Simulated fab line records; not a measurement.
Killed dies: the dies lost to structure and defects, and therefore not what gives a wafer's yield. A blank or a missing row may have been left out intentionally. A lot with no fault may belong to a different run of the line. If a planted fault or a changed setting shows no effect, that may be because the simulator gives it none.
Chamber matching + flow nandHarc + NHARC_A_CONTACT_ETCH_97 on rieDiel-08 has 4 sister chambers
The step etches the open film in C4F6/O2, target depth 20 nm, time 10 s. 18 wafers are shown with their chamber, then 9 later ones without.

== WAFERS, EACH WITH ITS CHAMBER ==
| wafer  | chamber | showerheadPlenumPTorr (Torr) | rfVppV (V) | oesProductAu (a.u.) |
|--------|---------|------------------------------|------------|---------------------|
| L830.3 | 2       | 3.85                         | 545.6      | 0.930               |
| L830.5 | 0       | 3.82                         | 544.6      | 0.964               |
| L830.6 | 3       | 3.79                         | 545.2      | 0.956               |
| L832.1 | 3       | 3.79                         | 544.5      | 0.961               |
| L832.2 | 2       | 3.85                         | 546.0      | 0.944               |
| L832.3 | 0       | 3.82                         | 545.6      | 0.972               |
| L834.2 | 2       | 3.85                         | 544.7      | 0.939               |
| L834.5 | 0       | 3.82                         | 543.8      | 0.937               |
| L834.6 | 3       | 3.79                         | 543.4      | 0.942               |
| L835.3 | 1       | 3.82                         | 545.9      | 0.956               |
| L835.4 | 3       | 3.79                         | 544.1      | 0.947               |
| L835.5 | 2       | 3.85                         | 546.0      | 0.946               |
| L837.1 | 2       | 3.84                         | 544.7      | 0.939               |
| L837.4 | 0       | 3.81                         | 545.5      | 0.961               |
| L837.5 | 0       | 3.81                         | 542.6      | 0.946               |
| L841.1 | 1       | 3.81                         | 544.8      | 0.937               |
| L841.2 | 0       | 3.81                         | 544.2      | 0.943               |
| L841.5 | 1       | 3.81                         | 545.6      | 0.957               |

SIGNATURES (averages over the wafers above)
| reading               | chamber 0 | chamber 1 | chamber 2 | chamber 3 | scatter within a chamber |
|-----------------------|-----------|-----------|-----------|-----------|--------------------------|
| showerheadPlenumPTorr | 3.8150    | 3.8133    | 3.8480    | 3.7900    | 0.0046                   |
| rfVppV                | 544.383   | 545.433   | 545.400   | 544.300   | 0.863                    |
| oesProductAu          | 0.95383   | 0.95000   | 0.93960   | 0.95150   | 0.0106                   |
Rule: for each reading, subtract the chamber's mean from the wafer's reading, divide by that reading's scatter and square the result; add these up over the readings and take the root, which gives the wafer's distance from the chamber. If the next closest chamber is less than 2 further off than the closest, the wafer can't be placed; otherwise it belongs to the closest. The scatter: take each reading less its chamber's mean, square it, sum over the shown wafers, divide by the number of wafers less the number of chambers, and take the root.

== WAFERS MISSING THEIR CHAMBER ==
| wafer  | showerheadPlenumPTorr (Torr) | rfVppV (V) | oesProductAu (a.u.) |
|--------|------------------------------|------------|---------------------|
| L844.3 | 3.84                         | 545.5      | 0.936               |
| L844.4 | 3.81                         | 545.8      | 0.937               |
| L844.6 | 3.81                         | 544.4      | 0.944               |
| L846.1 | 3.77                         | 544.5      | 0.949               |
| L846.2 | 3.80                         | 544.5      | 0.953               |
| L846.3 | 3.84                         | 545.0      | 0.954               |
| L845.1 | 3.80                         | 544.9      | 0.944               |
| L845.2 | 3.84                         | 544.8      | 0.953               |
| L845.6 | 3.80                         | 542.3      | 0.943               |

== CHAMBER TAKEN BY EACH ==
| wafer  | from the rows above          | in truth |
|--------|------------------------------|----------|
| L844.3 | 2                            | 2        |
| L844.4 | can't be placed: 1 or 0      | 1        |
| L844.6 | can't be placed: 0 or 1      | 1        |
| L846.1 | 3                            | 3        |
| L846.2 | can't be placed: 3 or 1 or 0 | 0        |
| L846.3 | 2                            | 2        |
| L845.1 | can't be placed: 3 or 1 or 0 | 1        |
| L845.2 | 2                            | 2        |
| L845.6 | can't be placed: 3 or 0 or 1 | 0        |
Correctly placed: 4 of 9. These rows do not allow placing 5 (true chamber among the candidates in 5). Wrongly placed: 0.
